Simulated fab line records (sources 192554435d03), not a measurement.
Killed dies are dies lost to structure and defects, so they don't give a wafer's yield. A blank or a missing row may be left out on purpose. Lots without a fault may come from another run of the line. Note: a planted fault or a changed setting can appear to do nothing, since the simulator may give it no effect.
Code-filled problem report in 8D (eight disciplines) form -- flow n5 finfet -- the parts of the form that need people (team, actions taken, sign-off) are left out

1. THE PROBLEM
Mean of susceptor temp C at N5_BEOL_M2_PECVD_72: 434.63 C across 6 wafers in 2 lots; on wafers with no fault it is 400.03 C (standard deviation 0.21). So: +99 or more standard deviations from the usual mean.
The step: deposits SiO2 from TEOS/O2, target thk 16 nm, time 18 s.
First observed at day 11 01:51: wafer L614.1, on pecvd-03. The record holds 27 wafers of 9 lots with a number at this step. By rule, "out" or "out of limits" means more than 4 standard deviations away from the usual mean. The rest of the wafers with a number are treated as sound.

2. WHAT IT IS, WHAT IT ISN'T
question,is,is not
which readings at this step,susceptor temp C,"showerhead plenum p Torr, throttle valve pct"
which lots,"L614, L615","L597, L598, L605, L606, L609, L617, L618"
which wafers of those lots,all that have a number,-
read on which tools,pecvd-03,"pecvd-01, pecvd-04"
when,from day 11 01:51,"up to then (15 sound wafers); but 6 sound wafers of L617, L618 came after"

3. SUSPECTS, AND WHAT RULES EACH OUT
Counting: a tool at any process step up to the reading remains a suspect when it ran all the lots that are out and ran no sound lot after the first of those.
- pecvd-03 at N5_BEOL_M2_PECVD_72 (deposits SiO2 from TEOS/O2, target thk 16 nm, time 18 s): kept. Every lot that is out went through it, starting with L614 (day 11 01:51), and after that it ran no sound lot; the last sound lot it ran before then is L609 (day 10 00:04). Its own susceptor temp C readings are out on those wafers.
Remaining after the count: pecvd-03 at N5_BEOL_M2_PECVD_72.

4. THE CAUSE (what the simulator had put in)
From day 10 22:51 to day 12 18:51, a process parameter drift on pecvd-03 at N5_BEOL_M2_PECVD_72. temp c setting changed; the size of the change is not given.
The count eliminated every tool but this one.

5. THE CHAIN OF EFFECTS, in route order
Rows list readings where the struck wafers' mean (over those with a number) sits beyond 3 standard deviations from the usual. Scope: only readings with a usual standard deviation given in the record; hours: median across lots of the time from each lot's start at the first step in this table that gives one to its start at this step; sigmas: change in usual standard deviations.
hours,step,reading,usual,on struck wafers,change,sigmas
0,N5_BEOL_M2_PECVD_72,susceptor temp C,400.03 C,434.63,+34.61,+99 or more
12,N5_BEOL_M2_CMP_52,barrier field endpoint s,24.6 s,19.7,-4.9,-6.8
Here are the process steps it includes:
- N5_BEOL_M2_PECVD_72: deposits SiO2 from TEOS/O2, target thk 16 nm, time 18 s.
- N5_BEOL_M2_CMP_52: polishes, stops on SiOC, t overpolish 6.8 s, target thk 40 nm.
Later measuring or inspecting steps at which every struck wafer that the step has a row for has a number for every such reading, and none has moved that far: N5_BEOL_M4_RC_MEAS_101.

6. WHAT WOULD HAVE CAUGHT IT SOONER
In this record no reading fell out of limits until day 11 01:51, 3 hours after the fault had begun at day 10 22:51.
